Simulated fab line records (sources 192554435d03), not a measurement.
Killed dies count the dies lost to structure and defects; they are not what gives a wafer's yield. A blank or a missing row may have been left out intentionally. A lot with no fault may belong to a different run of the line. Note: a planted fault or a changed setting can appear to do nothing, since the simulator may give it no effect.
Chamber matching	flow n5Finfet	N5_BEOL_M6_CMP_52 on cmp-01 has 4 sister chambers
The step polishes, stops on SiCOH lowk, t overpolish 6.9 s, target thk 80 nm. 22 wafers are shown with their chamber, then 11 later ones without.

== WAFERS PAIRED WITH THEIR CHAMBERS ==
wafer	chamber	motorCurrentA (A)	barrierFieldEndpointS (s)	timeToEndpointS (s)
L075.1	1	5.3	28.3	59.8
L075.2	2	5.5	28.4	60.4
L075.3	3	5.2	29.3	64.3
L076.3	1	5.4	27.8	61.0
L076.4	0	6.3	28.5	63.3
L076.6	1	5.4	29.1	66.8
L082.1	2	5.3	28.9	65.6
L082.3	0	6.4	28.7	62.5
L082.5	2	5.6	29.4	62.8
L084.1	3	5.3	29.9	62.8
L084.3	1	5.3	29.0	59.9
L084.6	3	5.3	29.1	61.7
L083.2	3	5.4	29.5	67.2
L083.5	2	5.6	28.7	60.4
L083.6	1	5.2	30.4	66.3
L088.2	3	5.6	28.4	62.1
L088.4	2	5.6	28.8	56.8
L088.6	3	5.2	28.9	60.1
L091.1	0	5.8	28.9	59.7
L091.4	3	5.3	29.3	62.6
L091.6	0	5.9	29.1	61.1
L093.1	3	5.5	29.2	62.3

SIGNATURES (means of the wafers above)
reading	chamber 0	chamber 1	chamber 2	chamber 3	scatter within a chamber
motorCurrentA	6.100	5.320	5.520	5.350	0.166
barrierFieldEndpointS	28.800	28.920	28.840	29.200	0.574
timeToEndpointS	61.650	62.760	61.200	62.888	2.69
Rule: for each reading, subtract the chamber's mean from the wafer's reading, divide by that reading's scatter and square the result; add these up over the readings and take the root, which gives the wafer's distance from the chamber. The wafer belongs to the nearest chamber; if the next one is less than 2 further off, it can't be placed. How the scatter is found: for the shown wafers, subtract from each reading the mean of its chamber, square and add these, divide the total by (wafers less chambers), then take the root.

== WAFERS WITH NO CHAMBER GIVEN ==
wafer	motorCurrentA (A)	barrierFieldEndpointS (s)	timeToEndpointS (s)
L093.3	5.3	29.0	65.8
L093.4	6.1	29.0	63.8
L094.1	5.4	29.1	64.9
L094.5	5.1	29.5	63.4
L094.6	5.5	29.0	64.3
L095.2	5.3	28.8	59.0
L095.5	5.0	30.3	63.4
L095.6	5.6	29.9	63.3
L096.1	5.2	29.6	63.0
L096.2	6.3	29.2	61.4
L096.3	5.5	29.5	61.0

== CHAMBER TAKEN BY EACH ==
wafer	from the rows above	in truth
L093.3	can't be placed: 1 or 3 or 2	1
L093.4	0	0
L094.1	can't be placed: 3 or 1 or 2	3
L094.5	can't be placed: 3 or 1 or 2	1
L094.6	can't be placed: 3 or 2 or 1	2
L095.2	can't be placed: 1 or 2 or 3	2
L095.5	can't be placed: 3 or 1 or 2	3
L095.6	can't be placed: 3 or 2 or 1 or 0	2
L096.1	can't be placed: 3 or 1 or 2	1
L096.2	0	0
L096.3	can't be placed: 2 or 3 or 1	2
Correctly placed: 2 of 11. Not placeable from these rows: 9 (in 9, the candidates include the true chamber). Number placed wrongly: 0.
